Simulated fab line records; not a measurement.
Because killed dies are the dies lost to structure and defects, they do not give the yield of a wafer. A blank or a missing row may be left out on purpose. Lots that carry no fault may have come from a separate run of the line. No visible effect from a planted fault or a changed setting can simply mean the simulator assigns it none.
Matching of chambers    flow nandHarc    pecvd-04 running NHARC_A_CHANNEL_HOLE_D2_DEP_01: 3 sister chambers
The step deposits SiON, target thk 140 nm. 6 wafers are shown with their chamber, then 10 later ones without.

== WAFERS PAIRED WITH THEIR CHAMBERS ==
wafer   chamber  heaterPowerW (W)  chamberPressureTorr (Torr)
L082.4  0        805               3.498
L083.2  1        653               3.484
L083.3  2        933               3.490
L083.5  1        664               3.506
L088.2  2        993               3.501
L088.3  0        839               3.505

== WAFERS WITH NO CHAMBER GIVEN ==
wafer   heaterPowerW (W)  chamberPressureTorr (Torr)
L088.6  817               3.512
L093.1  860               3.511
L093.5  934               3.506
L093.6  862               3.509
L094.2  598               3.501
L094.3  907               3.504
L094.5  875               3.502
L095.3  643               3.497
L095.4  874               3.488
L095.5  775               3.504

== WHICH CHAMBER EACH ONE RAN IN ==
wafer    from the rows above       in truth
L088.6   0                         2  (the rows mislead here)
L093.1   0                         0
L093.5   2                         2
L093.6   0                         0
L094.2   1                         1
L094.3   can't be placed: 2 or 0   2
L094.5   can't be placed: 0 or 2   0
L095.3   1                         1
L095.4   can't be placed: 0 or 2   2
L095.5   0                         0
Placed correctly: 6 of 10. Unplaceable from these rows: 3, with the true chamber sitting among the candidates in 3. Placed wrongly: 1.
How it was worked out, from the rows above alone: a wafer's distance from a chamber is the root of the sum, over the readings, of the square of ((its reading less the chamber's mean) divided by the reading's scatter). The wafer belongs to the nearest chamber; if the next one is less than 2 further off, it can't be placed. For every chamber, the mean is computed from those of its wafers that are shown. How the scatter is found: for the shown wafers, subtract from each reading the mean of its chamber, square and add these, divide the total by (wafers less chambers), then take the root.
